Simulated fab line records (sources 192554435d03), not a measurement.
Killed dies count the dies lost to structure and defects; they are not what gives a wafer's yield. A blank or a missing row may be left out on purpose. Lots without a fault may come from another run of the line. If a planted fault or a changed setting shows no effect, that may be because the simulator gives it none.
Split-lot study	flow n5_finfet	21 wafers read across 7 lots, on a route 1938 steps long

== ON THE SPLIT ==
At N5_BEOL_M10_ILD_DEP_00 (deposits SiCOH lowk from DEMS/porogen, target thk 308.51 nm, time 58 s), the setting time_s was moved away from the recipe's 58 s on 6 of the 21 wafers read, by -13.2% to +4.0%. The other wafers ran this setting at the recipe's value.

== FROM SPLIT TO READING: 1 step shown by the file between the two ==
- N5_BEOL_M10_CURE_71: cures SiCOH lowk, time 240 s

== THE READING ==
M10_ILD_THK at N5_BEOL_M10_THK_MEAS_01, in nm. On this fab line, fault-free wafers typically give 266 nm with a standard deviation of 4 nm.

wafer	tool, chamber at the split	time_s as run, s	against the recipe	M10_ILD_THK, nm	against lot-mates on the recipe
L074.3	pecvd-02, 2	58	recipe	263	-
L074.5	pecvd-02, 1	58	recipe	260	-
L074.6	pecvd-02, 2	58	recipe	271	-
L076.1	pecvd-03, 2	50.37	-13.2%	234	no lot-mate on the recipe
L076.2	pecvd-03, 0	50.37	-13.2%	235	no lot-mate on the recipe
L076.5	pecvd-03, 1	50.37	-13.2%	238	no lot-mate on the recipe
L081.1	pecvd-02, 1	58	recipe	262	-
L081.2	pecvd-02, 2	58	recipe	265	-
L081.6	pecvd-02, 0	60.31	+4.0%	275	+12
L083.1	pecvd-01, 2	58	recipe	266	-
L083.3	pecvd-01, 1	58	recipe	273	-
L083.4	pecvd-01, 2	58	recipe	270	-
L086.2	pecvd-02, 2	58	recipe	263	-
L086.5	pecvd-02, 2	58	recipe	266	-
L086.6	pecvd-02, 0	58	recipe	262	-
L087.3	pecvd-03, 0	58	recipe	266	-
L087.4	pecvd-03, 0	58	recipe	268	-
L087.5	pecvd-03, 2	58	recipe	268	-
L092.1	pecvd-02, 2	51.47	-11.3%	235	-36
L092.5	pecvd-02, 2	58	recipe	271	-
L092.6	pecvd-02, 1	51.47	-11.3%	236	-35

THE FIT
A straight line over all 21 wafers: M10_ILD_THK changes by +2.44 nm for each +1% of time_s; r = +0.97; the points scatter about the line by 3.6 nm.
The same after taking each lot's own level away (the mean of its wafers on the recipe; 18 wafers): +3.13 nm for each +1%; r = +0.98; scatter 2.6 nm.
That fit puts the effect of the largest move of time_s on the reading at 41 nm.
Measured against the standard deviation above, the lots' own levels, which go from 263.5 to 271.0 nm, span 1.9 times it.
So the lot-to-lot level changes the slope: the two fits differ.
Check: for one of the wafers moved furthest among these (-11.3%), held out of the fit, the line's prediction against its lot-mates is -34.8 nm. Against them it came out at -36 nm.

== THE WHOLE CHAIN: every reading that the file lists as answering this split, in the file's order ==
step	what it does	reading	change (the file's fit)	r (the file's)
N5_BEOL_M10_ILD_DEP_00	deposits SiCOH lowk from DEMS/porogen, target thk 308.51 nm, time 58 s	SiCOH_lowk_of_BEOL_M10_ILD_DEP_00.thk_nm (the simulator's own value, which no gauge read)	+3.58 nm for each +1% of the setting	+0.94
N5_BEOL_M10_CURE_71	cures SiCOH lowk, time 240 s	SiCOH_lowk_of_BEOL_M10_ILD_DEP_00.thk_nm (the simulator's own value, which no gauge read)	+3.17 nm for each +1% of the setting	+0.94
N5_BEOL_M10_THK_MEAS_01		M10_ILD_THK	+3.15 for each +1% of the setting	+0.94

== FILE'S OWN FIT ==
M10_ILD_THK changes by +3.15 nm for each +1% of time_s, r = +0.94.
